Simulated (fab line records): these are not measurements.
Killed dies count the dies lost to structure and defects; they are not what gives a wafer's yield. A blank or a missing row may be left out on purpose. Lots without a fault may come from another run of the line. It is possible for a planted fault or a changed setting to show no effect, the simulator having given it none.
Chamber matching + flow n5 finfet + N5_BEOL_M5_ALD_86 on ald metal-03: 4 sister chambers
The step deposits TaN, pulse time 2 s, purge time 3 s, co reactant purge time 2 s. 8 wafers are shown with their chamber, then 12 later ones without.

## EACH WAFER AND ITS CHAMBER
| wafer  | chamber | heater power w (W) |
|--------|---------|--------------------|
| L087.1 | 3       | 503                |
| L087.3 | 0       | 389                |
| L089.4 | 0       | 384                |
| L089.5 | 1       | 440                |
| L089.6 | 2       | 402                |
| L090.1 | 1       | 435                |
| L090.2 | 3       | 505                |
| L090.3 | 2       | 388                |

## WAFERS MISSING THEIR CHAMBER
| wafer  | heater power w (W) |
|--------|--------------------|
| L093.1 | 402                |
| L093.4 | 438                |
| L093.6 | 441                |
| L095.2 | 453                |
| L095.4 | 493                |
| L095.5 | 498                |
| L097.2 | 384                |
| L097.3 | 445                |
| L097.5 | 390                |
| L096.3 | 397                |
| L096.4 | 378                |
| L096.6 | 397                |

## WHICH CHAMBER EACH ONE RAN IN
| wafer  | from the rows above     | in truth |
|--------|-------------------------|----------|
| L093.1 | can't be placed: 2 or 0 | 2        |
| L093.4 | 1                       | 1        |
| L093.6 | 1                       | 1        |
| L095.2 | 1                       | 1        |
| L095.4 | 3                       | 3        |
| L095.5 | 3                       | 3        |
| L097.2 | can't be placed: 0 or 2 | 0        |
| L097.3 | 1                       | 1        |
| L097.5 | can't be placed: 0 or 2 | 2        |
| L096.3 | can't be placed: 2 or 0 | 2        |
| L096.4 | can't be placed: 0 or 2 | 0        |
| L096.6 | can't be placed: 2 or 0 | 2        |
Correctly placed: 6 of 12. Not placeable from these rows: 6 (in 6, the candidates include the true chamber). 0 placed wrongly.
How it was worked out, from the rows above alone: a wafer's distance from a chamber is the root of the sum, over the readings, of the square of ((its reading less the chamber's mean) divided by the reading's scatter). The wafer belongs to the nearest chamber; if the next one is less than 2 further off, it can't be placed. Each chamber's mean is taken over the wafers shown for it. The scatter: take each reading less its chamber's mean, square it, sum over the shown wafers, divide by the number of wafers less the number of chambers, and take the root.
